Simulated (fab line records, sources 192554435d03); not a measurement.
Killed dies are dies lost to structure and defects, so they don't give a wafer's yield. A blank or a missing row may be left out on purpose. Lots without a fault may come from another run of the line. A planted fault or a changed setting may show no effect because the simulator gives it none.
Chamber matching | flow n5_finfet | N5_HKMG_FIN_PWFM_ALD_03 on ald_metal-04: 4 sister chambers
The step deposits TiN, target thk 2 nm, pulse time 1 s, purge time 3 s. 4 wafers are shown with their chamber, then 9 later ones without.

WAFERS WITH THEIR CHAMBER
wafer  | chamber | heater_power_w (W)
L088.4 | 3       | 908
L089.2 | 0       | 866
L089.5 | 2       | 829
L089.6 | 1       | 936

WAFERS WITHOUT THEIR CHAMBER
wafer  | heater_power_w (W)
L093.3 | 847
L093.5 | 916
L093.6 | 844
L097.1 | 869
L097.2 | 917
L097.3 | 822
L097.4 | 826
L097.5 | 850
L097.6 | 895

WHICH CHAMBER EACH WENT THROUGH
wafer  | from the rows above     | in truth
L093.3 | can't be placed: 2 or 0 | 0
L093.5 | can't be placed: 3 or 1 | 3
L093.6 | can't be placed: 2 or 0 | 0
L097.1 | 0                       | 0
L097.2 | can't be placed: 3 or 1 | 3
L097.3 | 2                       | 2
L097.4 | 2                       | 2
L097.5 | can't be placed: 0 or 2 | 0
L097.6 | can't be placed: 3 or 0 | 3
Placed correctly: 3 of 9. Can't be placed from these rows: 6 (the true chamber is among the candidates in 6). Placed wrongly: 0.
How it was worked out, from the rows above alone: a wafer's distance from a chamber is the root of the sum, over the readings, of the square of ((its reading less the chamber's mean) divided by the reading's scatter). The wafer belongs to the nearest chamber; if the next one is less than 2 further off, it can't be placed. A chamber's mean is the mean of its shown wafers. The scatter: with one shown wafer a chamber, the root of the mean of the squares of how far each hidden wafer lies from its nearest shown one.
